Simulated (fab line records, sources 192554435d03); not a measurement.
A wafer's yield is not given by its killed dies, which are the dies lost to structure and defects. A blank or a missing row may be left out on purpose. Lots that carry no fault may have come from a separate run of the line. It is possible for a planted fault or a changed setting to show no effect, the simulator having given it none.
Matching of chambers -- flow n5 finfet -- rie si-03 running N5_PMOS_HMC_CHANNEL_EPI_ETCH_38: 4 sister chambers
The step etches SiO2 in CF4, target depth 1.5 nm. 14 wafers are shown with their chamber, then 7 later ones without.

== EACH WAFER AND ITS CHAMBER ==
wafer,chamber,drypump motor current A (A),throttle valve pct (%),oes product au (a.u.)
L076.2,1,5.0,22.25,1.009
L076.3,2,4.9,22.18,1.018
L076.6,0,6.2,22.01,0.979
L078.1,2,4.9,22.19,1.020
L078.2,0,6.2,22.03,0.989
L078.6,2,4.9,22.18,1.026
L079.1,1,5.1,22.25,1.013
L079.3,0,6.2,22.00,0.982
L079.5,1,5.1,22.24,1.003
L080.2,0,6.2,22.02,0.987
L080.3,1,5.1,22.27,1.009
L080.4,3,5.7,21.86,0.962
L082.2,0,6.2,22.02,0.976
L082.3,1,5.1,22.26,1.014

SIGNATURES, as means of the wafers listed above
reading,chamber 0,chamber 1,chamber 2,chamber 3,scatter within a chamber
drypump motor current A,6.200,5.080,4.900,5.700,0.0283
throttle valve pct,22.0160,22.2540,22.1833,21.8600,0.0105
oes product au,0.98260,1.00960,1.02133,0.96200,0.00477
Rule: for each reading, subtract the chamber's mean from the wafer's reading, divide by that reading's scatter and square the result; add these up over the readings and take the root, which gives the wafer's distance from the chamber. If the next closest chamber is less than 2 further off than the closest, the wafer can't be placed; otherwise it belongs to the closest. How the scatter is found: for the shown wafers, subtract from each reading the mean of its chamber, square and add these, divide the total by (wafers less chambers), then take the root.

== WAFERS MISSING THEIR CHAMBER ==
wafer,drypump motor current A (A),throttle valve pct (%),oes product au (a.u.)
L082.6,6.2,22.01,0.985
L089.2,5.1,22.24,1.009
L089.4,4.9,22.18,1.023
L089.6,5.1,22.25,1.010
L094.1,5.7,21.86,0.956
L094.3,5.1,22.25,1.004
L094.6,5.1,22.25,1.010

== WHICH CHAMBER EACH ONE RAN IN ==
wafer,from the rows above,in truth
L082.6,0,0
L089.2,1,1
L089.4,2,2
L089.6,1,1
L094.1,3,3
L094.3,1,1
L094.6,1,1
7 of 7 placed correctly. Left unplaced by these rows: 0. Number placed wrongly: 0.
